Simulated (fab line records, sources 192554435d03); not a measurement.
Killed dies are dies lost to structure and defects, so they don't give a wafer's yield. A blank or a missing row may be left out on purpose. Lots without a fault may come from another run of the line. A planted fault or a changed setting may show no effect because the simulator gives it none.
Chamber matching | flow n5_finfet | N5_BEOL_M10_ETCH_61 on rie_diel-04: 4 sister chambers
The step etches SiARC in CF4, target depth 39 nm, time 65 s. 14 wafers are shown with their chamber, then 7 later ones without.

WAFERS WITH THEIR CHAMBER
wafer  | chamber | showerhead_plenum_p_Torr (Torr) | oes_product_au (a.u.) | throttle_valve_pct (%)
L078.1 | 1       | 2.19                            | 0.86                  | 15.72
L078.3 | 3       | 2.07                            | 0.63                  | 15.90
L078.6 | 3       | 2.07                            | 0.63                  | 15.94
L079.1 | 1       | 2.19                            | 0.84                  | 15.74
L079.3 | 3       | 2.07                            | 0.63                  | 15.92
L079.6 | 3       | 2.07                            | 0.63                  | 15.93
L080.1 | 2       | 2.08                            | 0.76                  | 15.43
L080.3 | 0       | 2.21                            | 0.61                  | 15.75
L080.5 | 1       | 2.19                            | 0.83                  | 15.74
L084.2 | 0       | 2.21                            | 0.60                  | 15.77
L084.3 | 1       | 2.19                            | 0.82                  | 15.76
L084.5 | 3       | 2.06                            | 0.63                  | 15.95
L083.2 | 1       | 2.19                            | 0.81                  | 15.77
L083.4 | 0       | 2.21                            | 0.61                  | 15.76

SIGNATURES (means of the wafers above)
reading                  | chamber 0 | chamber 1 | chamber 2 | chamber 3 | scatter within a chamber
showerhead_plenum_p_Torr | 2.2100    | 2.1900    | 2.0800    | 2.0680    | 0.00283
oes_product_au           | 0.6067    | 0.8320    | 0.7600    | 0.6300    | 0.0124
throttle_valve_pct       | 15.7600   | 15.7460   | 15.4300   | 15.9280   | 0.0179
Rule: a wafer's distance from a chamber is the root of the sum, over the readings, of the square of ((its reading less the chamber's mean) divided by the reading's scatter). The wafer belongs to the nearest chamber; if the next one is less than 2 further off, it can't be placed. The scatter: the root of (the sum of the squares of (reading less its chamber's mean) over the shown wafers, divided by (wafers less chambers)).

WAFERS WITHOUT THEIR CHAMBER
wafer  | showerhead_plenum_p_Torr (Torr) | oes_product_au (a.u.) | throttle_valve_pct (%)
L083.5 | 2.21                            | 0.60                  | 15.77
L085.3 | 2.21                            | 0.61                  | 15.78
L085.4 | 2.19                            | 0.80                  | 15.76
L085.6 | 2.19                            | 0.81                  | 15.75
L096.1 | 2.07                            | 0.71                  | 15.51
L096.3 | 2.06                            | 0.60                  | 16.00
L096.4 | 2.20                            | 0.58                  | 15.81

WHICH CHAMBER EACH WENT THROUGH
wafer  | from the rows above | in truth
L083.5 | 0                   | 0
L085.3 | 0                   | 0
L085.4 | 1                   | 1
L085.6 | 1                   | 1
L096.1 | 2                   | 2
L096.3 | 3                   | 3
L096.4 | 0                   | 0
Placed correctly: 7 of 7. Can't be placed from these rows: 0. Placed wrongly: 0.
